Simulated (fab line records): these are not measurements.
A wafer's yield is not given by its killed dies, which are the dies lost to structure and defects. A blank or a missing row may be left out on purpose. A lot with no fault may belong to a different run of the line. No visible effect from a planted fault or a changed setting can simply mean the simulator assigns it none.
Chamber matching ; flow n5-finfet ; N5_BEOL_M4_STRIP_36 on rie-diel-06 has 4 sister chambers
The step strips in N2/H2. 4 wafers are shown with their chamber, then 11 later ones without.

## EACH WAFER AND ITS CHAMBER
wafer;chamber;drypump-motor-current-A (A)
L085.2;2;5.6
L085.3;0;6.5
L085.4;1;5.6
L088.3;3;5.1

## WAFERS WITH NO CHAMBER GIVEN
wafer;drypump-motor-current-A (A)
L088.5;5.6
L088.6;5.1
L092.4;5.6
L092.5;5.6
L092.6;5.6
L096.1;5.1
L096.2;5.6
L096.3;5.6
L096.4;6.4
L096.5;5.1
L096.6;5.6

## WHICH CHAMBER EACH WENT THROUGH
wafer;from the rows above;in truth
L088.5;can't be placed: 1 or 2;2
L088.6;3;3
L092.4;can't be placed: 1 or 2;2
L092.5;can't be placed: 1 or 2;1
L092.6;can't be placed: 1 or 2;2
L096.1;3;3
L096.2;can't be placed: 1 or 2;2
L096.3;can't be placed: 1 or 2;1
L096.4;0;0
L096.5;3;3
L096.6;can't be placed: 1 or 2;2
Correctly placed: 4 of 11. Unplaceable from these rows: 7, with the true chamber sitting among the candidates in 7. Placed wrongly: 0.
How it was worked out, from the rows above alone: a wafer's distance from a chamber is the root of the sum, over the readings, of the square of ((its reading less the chamber's mean) divided by the reading's scatter). The wafer belongs to the nearest chamber; if the next one is less than 2 further off, it can't be placed. A chamber's mean is the mean of its shown wafers. The scatter: root of mean squared gap, hidden wafer to nearest shown wafer, with one shown wafer a chamber.
